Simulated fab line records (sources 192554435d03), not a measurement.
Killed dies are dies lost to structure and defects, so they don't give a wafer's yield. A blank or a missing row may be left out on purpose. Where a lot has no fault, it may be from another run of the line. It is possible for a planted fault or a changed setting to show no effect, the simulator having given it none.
fab line records | flow n5Finfet
record lots=15 wafers=37 lastDay=18
route steps=1938 shown BEOL_M5@1178 PASSIVATION@1936
lots with no fault: from the same line, run without faults
startH: the number of hours between the record's first day and the start of the first shown wafer of the lot | waitH: hours from the lot's prior step to this one | " same as the row above | L1.1+2: a row that stands for several wafers | - value missing, or start not given | * or withheld: withheld | < > ~ a bound
route shown NAME@n: names a module that has steps shown in the file, with the first one's number in the route | usual: the fault-free wafers' mean and standard deviation | same: alike in all rows | chamber/n: place in a boat | sites: per-site readings | _std_site: standard deviation across them | _edge_site: mean of outer sites minus mean of inner sites | radiusMm: how far each site lies from the wafer's centre | mask NAME#n: copy n | behind: the last tool/chamber to shape the wafer | hold: why the lot was held/for how many hours/how that ended | device: transistor that didn't switch, given as n, p or np | end of line: tests run on the same wafers once the route is complete | a step given without rows: its recipe and nothing more | killed: at the first sort, the dies lost to defects and structure; wafer yield is something else | map: a wafer's dies, marking killed ones x, the rest . and places with no die _
set.NAME: the run value of the setting; set.NAME@STEP: its run value at that earlier step | model.NAME: the simulator's own value behind a step, which no gauge read
a sample of lots followed through the steps of the route, with each step as a table and each wafer as a row
services: a tool's chamber out of use, with start hour (startH, from the record's first day; less than 0 if before it), hours out, and reason
## steps
# step N5_BEOL_M5_ANNEAL_82
# recipe tempC=400 timeS=1800 ambient=vacuum
# usual heaterPowerW=806/80
# columns lot.wafer tool chamber startH waitH heaterPowerW
L568.2 pvdSputter-03 - 169.71 0.0 755
L568.3 " - " " 854
L568.6 " - " " 749
L569.3 pvdSputter-02 - 177.86 0.0 716
L569.4 " - " " 820
L569.5 " - " " 1005
L570.2 pvdSputter-03 - 184.01 0.0 725
L570.5 " - " " 844
L571.2 pvdSputter-03 - 193.40 0.0 705
L571.4 " - " " 829
L571.5 " - " " 819
L572.2 pvdSputter-02 - 202.47 0.0 769
L572.6 " - " " 703
L573.2 pvdSputter-01 - 204.72 0.0 691
L573.3 " - " " 875
L573.4 " - " " 867
L574.1 pvdSputter-02 - 210.83 0.0 761
L574.2 " - " " 1005
L576.1 pvdSputter-03 - 211.01 0.0 753
L576.2 " - " " 768
L576.4 " - " " 819
L578.1 pvdSputter-03 - 236.37 0.0 748
L578.3 " - " " 843
L578.5 " - " " 741
L579.3 pvdSputter-01 - 240.68 0.0 859
L579.5 " - " " 799
L579.6 " - " " 850
L580.4 pvdSputter-03 - 253.43 0.0 738
L580.5 " - " " 863
L584.4 pvdSputter-02 - 264.49 0.0 800
L584.6 " - " " 1021
L586.5 pvdSputter-01 - 281.25 0.5 698
L586.6 " - " " 853
L587.4 pvdSputter-01 - 289.78 0.0 843
L587.5 " - " " 717
L591.4 pvdSputter-01 - 329.58 0.0 701
L591.6 " - " " 848
# step N5_BEOL_M5_ANNEAL_89
# recipe tempC=400 timeS=1800 ambient=vacuum
# usual heaterPowerW=805/78
# columns lot.wafer tool chamber startH waitH heaterPowerW
L568.2 pvdSputter-03 - 172.15 0.0 770
L568.3 " - " " 835
L568.6 " - " " 747
L569.3 pvdSputter-02 - 180.03 0.0 738
L569.4 " - " " 841
L569.5 " - " " 998
L570.2 pvdSputter-03 - 186.18 0.0 738
L570.5 " - " " 828
L571.2 pvdSputter-03 - 195.57 0.0 730
L571.4 " - " " 832
L571.5 " - " " 840
L572.2 pvdSputter-02 - 204.65 0.0 757
L572.6 " - " " 729
L573.2 pvdSputter-01 - 206.89 0.0 731
L573.3 " - " " 874
L573.4 " - " " 860
L574.1 pvdSputter-02 - 213.00 0.0 778
L574.2 " - " " 999
L576.1 pvdSputter-03 - 213.18 0.0 736
L576.2 " - " " 775
L576.4 " - " " 820
L578.1 pvdSputter-03 - 238.54 0.0 739
L578.3 " - " " 843
L578.5 " - " " 736
L579.3 pvdSputter-01 - 242.85 0.0 853
L579.5 " - " " 823
L579.6 " - " " 883
L580.4 pvdSputter-03 - 255.60 0.0 765
L580.5 " - " " 822
L584.4 pvdSputter-02 - 266.67 0.0 773
L584.6 " - " " 1002
L586.5 pvdSputter-01 - 283.43 0.5 705
L586.6 " - " " 857
L587.4 pvdSputter-01 - 291.95 0.0 831
L587.5 " - " " 723
L591.4 pvdSputter-01 - 331.76 0.0 713
L591.6 " - " " 849
# step N5_BEOL_M5_CO_CAP_78
# recipe material=Co targetThkA=20 tempC=200 precursor=CCTBA/H2 pressureTorr=30 timeS=102.1
# usual heaterPowerW=248/21 runLengthS=124.7/0.53
# columns lot.wafer tool chamber startH waitH heaterPowerW runLengthS
L568.2 cvdCo-02 0 175.63 0.0 262 124.3
L568.3 " 2 " " 234 124.0
L568.6 " 2 " " 233 124.1
L569.3 cvdCo-02 1 181.96 0.0 274 124.9
L569.4 " 0 " " 256 124.2
L569.5 " 2 " " 225 124.1
L570.2 cvdCo-01 1 188.06 0.0 240 125.0
L570.5 " 1 " " 243 125.4
L571.2 cvdCo-02 0 197.47 0.0 263 123.9
L571.4 " 2 " " 231 124.1
L571.5 " 0 " " 264 124.0
L572.2 cvdCo-01 0 206.55 0.0 214 125.6
L572.6 " 1 " " 242 125.0
L573.2 cvdCo-01 0 208.78 0.0 216 124.8
L573.3 " 2 " " 251 125.4
L573.4 " 2 " " 250 125.5
L574.1 cvdCo-02 2 214.88 0.0 226 124.0
L574.2 " 0 " " 267 124.4
L576.1 cvdCo-02 0 215.16 0.0 256 123.9
L576.2 " 1 " " 272 124.6
L576.4 " 1 " " 272 125.3
L578.1 cvdCo-02 2 240.42 0.0 226 124.0
L578.3 " 0 " " 259 124.0
L578.5 " 1 " " 279 124.9
L579.3 cvdCo-02 2 244.73 0.0 231 124.2
L579.5 " 0 " " 270 123.9
L579.6 " 2 " " 229 124.7
L580.4 cvdCo-02 2 257.61 0.0 233 125.0
L580.5 " 1 " " 276 125.0
L584.4 cvdCo-02 0 268.60 0.0 263 79.4
L584.6 " 2 " " 232 124.4
L586.5 cvdCo-02 2 284.84 0.0 227 79.5
L586.6 " 0 " " 249 124.0
L587.4 cvdCo-02 0 294.26 0.0 264 80.2
L587.5 " 2 " " 226 79.4
L591.4 cvdCo-01 0 333.93 0.1 209 124.7
L591.6 " 2 " " 254 125.1
# step N5_BEOL_M5_INSPECT_58
# recipe inspectInstrument=darkfield mode=postDep
# usual rawDefectCount=66/22
# columns lot.wafer tool chamber startH waitH rawDefectCount
L568.2 defectInspect-02 - 175.84 0.0 80
L568.3 " - " " 52
L568.6 " - " " 62
L569.3 defectInspect-01 - 182.17 0.0 117
L569.4 " - " " 96
L569.5 " - " " 85
L570.2 defectInspect-02 - 188.30 0.0 88
L570.5 " - " " 48
L571.2 defectInspect-01 - 197.68 0.0 63
L571.4 " - " " 78
L571.5 " - " " 74
L572.2 defectInspect-02 - 206.76 0.0 117
L572.6 " - " " 39
L573.2 defectInspect-01 - 208.99 0.0 55
L573.3 " - " " 44
L573.4 " - " " 38
L574.1 defectInspect-02 - 215.09 0.0 47
L574.2 " - " " 114
L576.1 defectInspect-02 - 215.37 0.0 63
L576.2 " - " " 36
L576.4 " - " " 46
L578.1 defectInspect-02 - 240.63 0.0 75
L578.3 " - " " 55
L578.5 " - " " 56
L579.3 defectInspect-01 - 244.94 0.0 51
L579.5 " - " " 63
L579.6 " - " " 63
L580.4 defectInspect-01 - 257.78 0.0 47
L580.5 " - " " 77
L584.4 defectInspect-02 - 268.77 0.0 50
L584.6 " - " " 36
L586.5 defectInspect-01 - 285.04 0.0 27
L586.6 " - " " 72
L587.4 defectInspect-02 - 294.43 0.0 104
L587.5 " - " " 67
L591.4 defectInspect-01 - 334.15 0.0 57
L591.6 " - " " 53
# step N5_PASSIVATION_PROBE_49
# usual defectLimitedYield=91.5/1.5 killed_at_M0_to_M3=30/11 killed_at_M4_up=13/4.9 killedAtContacts=14/6.5 killedAtFrontEnd=40/11 killedAtOther=3.3/2.7 killedDies=100/18 killedOpen=67/14 killedShort=32/7.8 sort_bin_5_function=5.0/0.97 sort_bin_6_memory=3.2/0.75 sortNPass=1080/18 sortYieldPct=91.5/1.5
# same grossDies=1180 killedAtBackSide=0 sort_bin_4_leakage[%]=0 sort_bin_8_speed[%]=0
# columns lot.wafer tool chamber startH waitH defectLimitedYield[%] killed_at_M0_to_M3 killed_at_M4_up killedAtContacts killedAtFrontEnd killedAtOther killedDies killedOpen killedShort sort_bin_5_function[%] sort_bin_6_memory[%] sortNPass sortYieldPct[%]
L568.2 prober-01 - 262.72 0.1 93.6 27 10 11 25 2 75 44 30 4.0 2.3 1105 93.6
L568.3 prober-01 - 262.77 0.1 94.4 22 5 10 22 7 66 41 25 3.9 1.7 1114 94.4
L568.6 prober-01 - 262.92 0.3 92.7 29 12 7 32 6 86 53 31 4.0 2.9 1094 92.7
L570.2 prober-02 - 283.26 0.1 92.9 26 11 10 35 2 84 57 26 4.2 2.8 1096 92.9
L570.5 prober-02 - 283.41 0.2 92.2 26 3 12 47 4 92 63 28 4.1 3.3 1088 92.2
L569.3 prober-01 - 285.01 0.1 91.1 38 13 10 40 4 105 78 27 5.0 3.5 1075 91.1
L569.4 prober-01 - 285.06 0.2 93.1 28 18 10 25 1 82 60 22 4.0 2.8 1098 93.1
L569.5 prober-01 - 285.11 0.2 93.1 13 22 15 30 1 81 66 15 4.2 2.5 1099 93.1
L574.1 prober-02 - 316.19 0.0 91.9 36 15 11 33 1 96 55 37 4.2 3.3 1084 91.9
L574.2 prober-02 - 316.24 0.1 90.1 36 8 14 58 1 117 81 36 5.9 3.7 1063 90.1
L579.3 prober-01 - 332.94 0.1 90.8 33 21 14 37 4 109 67 34 5.9 2.5 1071 90.8
L579.5 prober-01 - 333.04 0.2 92.5 21 19 7 37 5 89 58 31 3.6 3.7 1091 92.5
L579.6 prober-01 - 333.09 0.3 91.1 21 14 14 43 13 105 62 43 5.8 3.0 1075 91.1
L584.4 prober-02 - 370.66 0.9 90.8 32 18 5 49 5 109 65 43 5.0 3.7 1071 90.8
L584.6 prober-02 - 370.76 1.0 89.1 36 30 9 50 4 129 91 37 6.8 3.6 1051 89.1
L586.5 prober-01 - 379.65 0.2 92.2 14 15 11 51 1 92 53 25 4.2 2.3 1088 92.2
# killed by level:class
L568.2 BEOL_M2:geometricParticle:open=7 MOL_CONTACT_COAG:geometricParticle:open=6 BEOL_M0_SAQP:geometricParticle:open=6 STI_FIN_REVEAL:geometricParticle:open=5 MOL_CONTACT_COAG:geometricParticle:short=5 BEOL_M0_SAQP:geometricParticle:short=5 FIN_SAQP:geometricParticle:short=4 STI_FIN_REVEAL:geometricParticle:short=3
L568.3 MOL_CONTACT_COAG:geometricParticle:open=8 BEOL_M1:geometricParticle:short=6 STI_FIN_REVEAL:geometricParticle:open=5 ILD0:geometricParticle:open=4 BEOL_M0_SAQP:geometricParticle:short=3 BEOL_M2:geometricParticle:open=3 BEOL_M3:geometricParticle:open=3 BEOL_M5:geometricParticle:open=3
L568.6 GATE_CUT:geometricParticle:short=8 MOL_CONTACT_COAG:geometricParticle:open=6 BEOL_M2:geometricParticle:open=6 BEOL_M3:geometricParticle:open=6 BEOL_M1:geometricParticle:open=5 FIN_SAQP:geometricParticle:short=4 DUMMY_GATE:geometricParticle:open=4 BEOL_M0_SAQP:geometricParticle:open=4
L570.2 FIN_SAQP:geometricParticle:open=12 BEOL_M0_SAQP:geometricParticle:short=10 STI_FIN_REVEAL:geometricParticle:open=9 BEOL_M0_SAQP:geometricParticle:open=9 MOL_CONTACT_COAG:geometricParticle:open=8 FIN_SAQP:geometricParticle:short=6 BEOL_M3:geometricParticle:open=6 BEOL_M4:geometricParticle:open=6
L570.5 FIN_SAQP:geometricParticle:open=16 BEOL_M1:geometricParticle:open=8 MOL_CONTACT_COAG:geometricParticle:open=8 FIN_SAQP:geometricParticle:short=7 STI_FIN_REVEAL:geometricParticle:open=6 BEOL_M3:geometricParticle:open=5 DUMMY_GATE:geometricParticle:open=4 MOL_CONTACT_COAG:geometricParticle:short=4
L569.3 STI_FIN_REVEAL:geometricParticle:open=14 BEOL_M2:geometricParticle:open=12 MOL_CONTACT_COAG:geometricParticle:open=9 BEOL_M0_SAQP:geometricParticle:open=9 BEOL_M1:geometricParticle:open=6 BEOL_M0_SAQP:geometricParticle:short=5 STARTING-WAFER:geometricParticle:open=5 BEOL_M4:geometricParticle:open=5
L569.4 MOL_CONTACT_COAG:geometricParticle:open=8 BEOL_M5:geometricParticle:open=7 BEOL_M0_SAQP:geometricParticle:open=6 BEOL_M2:geometricParticle:open=6 DUMMY_GATE:geometricParticle:open=5 BEOL_M4:geometricParticle:open=5 STARTING-WAFER:geometricParticle:open=4 FIN_SAQP:geometricParticle:short=3
L569.5 MOL_CONTACT_COAG:geometricParticle:open=14 BEOL_M4:geometricParticle:open=9 STI_FIN_REVEAL:geometricParticle:open=7 FIN_SAQP:geometricParticle:open=6 DUMMY_GATE:geometricParticle:open=6 BEOL_M5:geometricParticle:open=6 BEOL_M0_SAQP:geometricParticle:open=5 GATE_CUT:geometricParticle:short=3
L574.1 BEOL_M0_SAQP:geometricParticle:short=18 FIN_SAQP:geometricParticle:open=12 MOL_CONTACT_COAG:geometricParticle:open=8 BEOL_M0_SAQP:geometricParticle:open=8 BEOL_M4:geometricParticle:open=8 FIN_SAQP:geometricParticle:short=7 STI_FIN_REVEAL:geometricParticle:open=5 MOL_CONTACT_COAG:geometricParticle:short=3
L574.2 FIN_SAQP:geometricParticle:open=24 MOL_CONTACT_COAG:geometricParticle:open=14 FIN_SAQP:geometricParticle:short=13 BEOL_M0_SAQP:geometricParticle:short=8 BEOL_M3:geometricParticle:open=8 STI_FIN_REVEAL:geometricParticle:open=7 BEOL_M0_SAQP:geometricParticle:open=7 BEOL_M1:geometricParticle:open=7
L579.3 BEOL_M0_SAQP:geometricParticle:short=12 MOL_CONTACT_COAG:geometricParticle:open=11 BEOL_M4:geometricParticle:open=8 HKMG_FIN:areaEtch=8 BEOL_M2:geometricParticle:open=7 FIN_SAQP:geometricParticle:short=6 STI_FIN_REVEAL:geometricParticle:open=6 BEOL_M7:geometricParticle:open=6
L579.5 BEOL_M3:geometricParticle:open=10 FIN_SAQP:geometricParticle:open=7 FIN_SAQP:geometricParticle:short=6 BEOL_M0_SAQP:geometricParticle:open=5 STI_FIN_REVEAL:geometricParticle:open=4 MOL_CONTACT_COAG:geometricParticle:short=4 BEOL_M4:geometricParticle:short=4 BEOL_M4:geometricParticle:open=4
L579.6 FIN_SAQP:geometricParticle:short=15 MOL_CONTACT_COAG:geometricParticle:open=11 STI_FIN_REVEAL:geometricParticle:open=10 BEOL_M0_SAQP:geometricParticle:open=7 BEOL_M0_SAQP:geometricParticle:short=6 BEOL_M3:geometricParticle:open=5 BEOL_M7:geometricParticle:open=5 DUMMY_GATE:geometricParticle:open=4
L584.4 FIN_SAQP:geometricParticle:short=14 FIN_SAQP:geometricParticle:open=10 STI_FIN_REVEAL:geometricParticle:open=10 BEOL_M4:geometricParticle:open=10 BEOL_M2:geometricParticle:open=6 BEOL_M0_SAQP:geometricParticle:short=5 BEOL_M1:geometricParticle:open=5 MOL_CONTACT_COAG:geometricParticle:open=4
L584.6 STI_FIN_REVEAL:geometricParticle:open=20 BEOL_M4:geometricParticle:open=17 BEOL_M0_SAQP:geometricParticle:short=10 FIN_SAQP:geometricParticle:open=9 FIN_SAQP:geometricParticle:short=9 BEOL_M3:geometricParticle:open=9 MOL_CONTACT_COAG:geometricParticle:open=8 STI_FIN_REVEAL:geometricParticle:short=5
L586.5 HKMG_FIN:areaEtch=14 FIN_SAQP:geometricParticle:short=10 DUMMY_GATE:geometricParticle:open=10 MOL_CONTACT_COAG:geometricParticle:open=9 BEOL_M5:geometricParticle:open=6 BEOL_M4:geometricParticle:open=5 FIN_SAQP:geometricParticle:open=4 BEOL_M1:geometricParticle:open=4
## services
# columns tool chamber startH hours kind
cvdCo-01 - 210.25 2.8 pm
cvdCo-02 - 231.13 0.6 repair
cvdCo-02 1 245.07 4.7 repair
cvdCo-01 2 290.36 7.1 repair
pvdSputter-03 - 291.12 9.5 repair
cvdCo-01 - 291.70 28.1 pm
cvdCo-02 - 310.23 1.4 repair
cvdCo-01 1 333.33 - clean
cvdCo-01 1 333.33 22.0 scheduledDown
cvdCo-01 1 333.33 22.0 ventCycle
## key
firstSign step=N5_BEOL_M5_CO_CAP_78 reading=runLengthS direction=down sigmas=85 usual=* struck=*
effect none on later readings
metAt N5_BEOL_M5_CO_CAP_78
struckLots L584,L586,L587
struckWafers L584.4,L586.5,L587.4,L587.5
baselineLoss step=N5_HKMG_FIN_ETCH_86 wafers=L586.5
notActingAt N5_BEOL_M5_ANNEAL_82,N5_BEOL_M5_ANNEAL_89,N5_BEOL_M5_INSPECT_58
onsetBetween 257.61 268.60
fault kind=processParameterDrift tool=cvdCo-02 chamber=- onsetH=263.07 steps=N5_BEOL_M5_CO_CAP_78 channel=timeS offset=* shape=step endH=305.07 scope=struckWafersOnly actsIn=* stated=*
# baselineLoss: these wafers lose ten dies or more at that step, a loss of the line's own and not of a fault; the sort's usual values leave them out
